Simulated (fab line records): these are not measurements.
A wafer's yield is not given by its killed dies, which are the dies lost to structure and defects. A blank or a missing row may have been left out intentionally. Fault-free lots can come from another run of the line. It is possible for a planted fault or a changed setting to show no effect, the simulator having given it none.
What tool caused it?    flow n5_finfet    Sampling: 10 lots, 29 wafers, 4 of 1938 route steps

== WHAT EACH GAUGE READ, for each wafer ==
N5_BEOL_M15_OVL_MEAS_11.
lot   measured      on          V14_OVL (nm)
L670  day 11 08:50  overlay-01  1 6
L671  day 11 14:22  overlay-01  -6 0 -2
L673  day 11 23:34  overlay-01  -2 0 -5
L675  day 12 04:31  overlay-01  -15 -11 -8
L678  day 13 15:29  overlay-01  0 5 -3
L679  day 14 01:40  overlay-01  0 -9 -6
L680  day 14 02:47  overlay-02  -2 -8 10
L684  day 15 17:29  overlay-01  10 12 6
L688  day 16 15:58  overlay-01  0 -5 -6
L690  day 16 16:47  overlay-02  11 6 -7

N5_BEOL_M15_CD_MEAS_28: target cd 407.6 nm.
lot   measured      on         cd_nm (nm)
L670  day 11 10:35  cd_sem-01  404.2 405.3
L671  day 11 15:59  cd_sem-03  407.3 405.0 406.0
L673  day 12 01:00  cd_sem-03  407.8 407.4 407.1
L675  day 12 06:10  cd_sem-01  404.0 405.8 404.7
L678  day 13 17:04  cd_sem-01  405.3 404.3 404.1
L679  day 14 03:08  cd_sem-03  409.2 407.3 406.9
L680  day 14 04:15  cd_sem-03  410.8 409.9 408.5
L684  day 15 19:02  cd_sem-03  411.1 410.1 411.1
L688  day 16 17:35  cd_sem-03  422.4 470.6 430.9
L690  day 16 18:20  cd_sem-01  404.5 402.8 405.2

== TOOL THAT RAN EACH LOT (tool first, then ch and the chambers of the sampled wafers, then the start) ==
lot   N5_BEOL_M15_ETCH_57                 N5_BEOL_M15_EXPOSE_25
L670  rie_diel-01 ch 0,1, day 11 09:41    krf_scanner-02 ch 0, day 11 10:25
L671  rie_diel-03 ch 0,3, day 11 15:04    krf_scanner-01 ch 0, day 11 15:49
L673  rie_diel-03 ch 0,1,3, day 12 00:14  krf_scanner-01 ch 0, day 12 00:50
L675  rie_diel-01 ch 0,1,3, day 12 05:16  krf_scanner-02 ch 0, day 12 05:59
L678  rie_diel-04 ch 0,1,3, day 13 16:17  krf_scanner-02 ch 0, day 13 16:54
L679  rie_diel-03 ch 0,1, day 14 02:22    krf_scanner-02 ch 0, day 14 02:59
L680  rie_diel-03 ch 0,2,3, day 14 03:28  krf_scanner-02 ch 0, day 14 04:05
L684  rie_diel-01 ch 2,3, day 15 18:08    krf_scanner-01 ch 0, day 15 18:52
L688  rie_diel-04 ch 0,1,3, day 16 16:41  krf_scanner-01 ch 0, day 16 17:25
L690  rie_diel-03 ch 1,2, day 16 17:26    krf_scanner-02 ch 0, day 16 18:10
- N5_BEOL_M15_ETCH_57: etches SOC in N2/H2, time 750 s.
- N5_BEOL_M15_EXPOSE_25: exposes mask M15, target cd 400 nm.

== WHAT THE TOOLS THEMSELVES READ (means of the sampled wafers that have a number; where no wafer has one, the mark that the record gives instead) ==
N5_BEOL_M15_ETCH_57.
lot   tool         drypump_motor_current_A (A)  oes_product_au (a.u.)  rf_vpp_V (V)  showerhead_plenum_p_Torr (Torr)  throttle_valve_pct (%)
L670  rie_diel-01  5.0                          0.77                   524.6         2.54                             17.84
L671  rie_diel-03  5.8                          0.74                   524.6         2.60                             17.56
L673  rie_diel-03  5.5                          0.76                   525.4         2.57                             17.58
L675  rie_diel-01  5.5                          0.81                   522.1         2.51                             17.77
L678  rie_diel-04  6.3                          0.79                   522.8         2.52                             17.98
L679  rie_diel-03  5.2                          0.76                   523.2         2.54                             17.58
L680  rie_diel-03  5.6                          0.80                   525.5         2.62                             17.53
L684  rie_diel-01  6.2                          0.86                   522.3         2.48                             17.57
L688  rie_diel-04  6.3                          0.76                   523.5         2.51                             18.03
L690  rie_diel-03  5.4                          0.76                   524.4         2.58                             17.64

N5_BEOL_M15_EXPOSE_25.
lot   tool            exposure_dose_mJ_cm2
L670  krf_scanner-02  35.49
L671  krf_scanner-01  35.53
L673  krf_scanner-01  35.48
L675  krf_scanner-02  35.52
L678  krf_scanner-02  35.46
L679  krf_scanner-02  35.46
L680  krf_scanner-02  35.51
L684  krf_scanner-01  35.52
L688  krf_scanner-01  32.94
L690  krf_scanner-02  35.53

== THE ANSWER, worked out from the rows above alone ==
Rule: what is usual is taken from the lots themselves. Put in order of their means at a reading, lots are off if they are a third of the lots or fewer, leave a main group of 4 or more, and stand apart from it by a gap of 3 or more times the standard deviation of the main group's means; of several such gaps the widest counts. A main group is skipped when, at the precision printed for the reading in the tables above, its means are all equal. Also off: a lot with no number at a reading for which 4 or more lots have one. Any other lot the step has rows for is counted as sound. The gauges are gone through in route order, then the tools' own readings, and for those a lot's mean is taken as printed above. The first step at which some lot is off is used, and at that step the reading that is off furthest; a lot without a number counts as furthest.
Off at N5_BEOL_M15_CD_MEAS_28 (cd_nm): L688. The main group has a mean of 406.7 nm with a standard deviation of 2.3.
If a tool, at a process step before that reading, ran all the lots that are off and no sound lot after the first of them, it fits. The gauges at N5_BEOL_M15_CD_MEAS_28 aren't tried: what is off there is off at N5_BEOL_M15_EXPOSE_25 too, on other tools, and a gauge's error can't cause that. This does not decide it: 2 tools fit, namely rie_diel-04 at N5_BEOL_M15_ETCH_57 and krf_scanner-01 at N5_BEOL_M15_EXPOSE_25.

== WHAT WAS PUT IN BY THE SIMULATOR ==
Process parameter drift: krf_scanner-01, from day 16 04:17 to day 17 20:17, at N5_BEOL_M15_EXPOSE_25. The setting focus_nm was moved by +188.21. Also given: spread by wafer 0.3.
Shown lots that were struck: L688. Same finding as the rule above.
